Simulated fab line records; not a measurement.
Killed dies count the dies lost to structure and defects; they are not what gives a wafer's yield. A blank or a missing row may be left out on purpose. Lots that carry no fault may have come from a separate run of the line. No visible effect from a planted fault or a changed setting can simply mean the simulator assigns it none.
Chamber matching | flow nandHarc | 4 sister chambers for NHARC_A_STAIRCASE_DESCUM_291 on rieDiel-01
The step chemistry O2, time 3 s. 4 wafers are shown with their chamber, then 7 later ones without.

## WAFERS, EACH WITH ITS CHAMBER
wafer  | chamber | showerheadPlenumPTorr (Torr)
L082.6 | 2       | 1.94
L085.3 | 3       | 2.00
L091.2 | 0       | 1.99
L091.4 | 1       | 1.80

## WAFERS WITH NO CHAMBER GIVEN
wafer  | showerheadPlenumPTorr (Torr)
L091.6 | 1.99
L094.4 | 1.80
L094.5 | 1.93
L094.6 | 1.99
L097.3 | 1.99
L097.4 | 1.98
L097.6 | 1.93

## WHICH CHAMBER EACH WENT THROUGH
wafer  | from the rows above     | in truth
L091.6 | can't be placed: 0 or 3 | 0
L094.4 | 1                       | 1
L094.5 | 2                       | 2
L094.6 | can't be placed: 0 or 3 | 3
L097.3 | can't be placed: 0 or 3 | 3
L097.4 | can't be placed: 0 or 3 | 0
L097.6 | 2                       | 2
Correct placement for 3 of the 7. Unplaceable from these rows: 4, with the true chamber sitting among the candidates in 4. Placed wrongly: 0.
How it was worked out, from the rows above alone: a wafer's distance from a chamber is the root of the sum, over the readings, of the square of ((its reading less the chamber's mean) divided by the reading's scatter). The wafer belongs to the nearest chamber; if the next one is less than 2 further off, it can't be placed. Each chamber's mean is taken over the wafers shown for it. The scatter (one wafer shown for each chamber): square how far every hidden wafer sits from the nearest shown wafer, average those squares and take the square root.
